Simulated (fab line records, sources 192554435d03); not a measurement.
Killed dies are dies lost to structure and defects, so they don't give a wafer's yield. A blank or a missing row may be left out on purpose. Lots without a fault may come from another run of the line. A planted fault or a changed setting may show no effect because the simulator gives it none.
Problem report in the 8D (eight disciplines) form, filled by code | flow n5_finfet | the parts of the form that need people (team, actions taken, sign-off) are left out

1. THE PROBLEM
barrier_field_endpoint_s at N5_BEOL_M7_CMP_52 reads a mean of 16.1 s on 4 wafers of 3 lots; wafers without a fault read 29.2 s with a standard deviation of 1. That is -13 standard deviations from the usual mean.
The step: polishes, stops on SiCOH lowk, t overpolish 6.9 s, target thk 80 nm.
First seen on wafer L777.2, day 15 12:33, on cmp-02. The record holds 33 wafers of 12 lots with a number at this step. Rule for "out", or "out of limits": more than 4 standard deviations from the usual mean. The other wafers with a number count as sound.

2. WHAT IT IS AND WHAT IT IS NOT
question                    | is                                           | is not
which readings at this step | barrier_field_endpoint_s, time_to_endpoint_s | overpolish_run_s
which lots                  | L775, L777, L779                             | L762, L767, L768, L771, L780, L781, L782, L783, L785
which wafers of those lots  | L775.2, L777.2, L777.6, L779.2               | L775.3, L779.4
read on which tools         | cmp-02                                       | cmp-03, cmp-04
when                        | from day 15 12:33                            | up to then (12 sound wafers); but 17 sound wafers of L775, L779, L780, L781, L782, L783, L785 came after

3. SUSPECTS, AND WHAT RULES EACH OUT
Counting: a tool at a process step up to the reading stays a suspect if it ran every lot that is out. Sound lots after the first of them don't rule it out here, since some wafers of a struck lot are sound.
- pvd_sputter-02 at N5_BEOL_M7_SURFACE_TREAT_79: kept. It ran every lot that is out, first L777 (day 15 11:30); its last sound lot up to then is L771 (day 14 00:44).
- cmp-02 at N5_BEOL_M7_CMP_52 (polishes, stops on SiCOH lowk, t overpolish 6.9 s, target thk 80 nm): kept. It ran every lot that is out, first L777 (day 15 12:33); its last sound lot up to then is L771 (day 14 03:10). Its own readings are out on those wafers: barrier_field_endpoint_s, time_to_endpoint_s.
- Within cmp-02 at N5_BEOL_M7_CMP_52: the wafers that are out ran in chambers 1, 3; their sound lot-mates ran in chamber 0.
Left after counting: pvd_sputter-02 at N5_BEOL_M7_SURFACE_TREAT_79, cmp-02 at N5_BEOL_M7_CMP_52.

4. THE CAUSE (what the simulator had put in)
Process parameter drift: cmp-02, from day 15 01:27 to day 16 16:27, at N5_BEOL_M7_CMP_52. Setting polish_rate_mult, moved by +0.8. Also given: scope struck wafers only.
Counting left 2 suspects, and this tool is among them.

5. THE CHAIN OF EFFECTS, in route order
Each row: a reading whose mean over the struck wafers that have a number lies more than 3 standard deviations from the usual. Only readings for which the record gives a usual standard deviation are gone through. hours: the time from each lot's start at the first step in this table that gives one to its start at this step, as a median over the lots. sigmas: the change in usual standard deviations.
hours | step              | reading                  | usual  | on struck wafers | change | sigmas
0     | N5_BEOL_M7_CMP_52 | barrier_field_endpoint_s | 29.2 s | 16.1             | -13.1  | -13
0     | N5_BEOL_M7_CMP_52 | time_to_endpoint_s       | 63 s   | 34               | -28    | -5.9
The process steps in it:
- N5_BEOL_M7_CMP_52: polishes, stops on SiCOH lowk, t overpolish 6.9 s, target thk 80 nm.

6. WHAT WOULD HAVE CAUGHT IT SOONER
In this record the first reading out of limits was taken at day 15 12:33, 11 hours after the fault began at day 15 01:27.
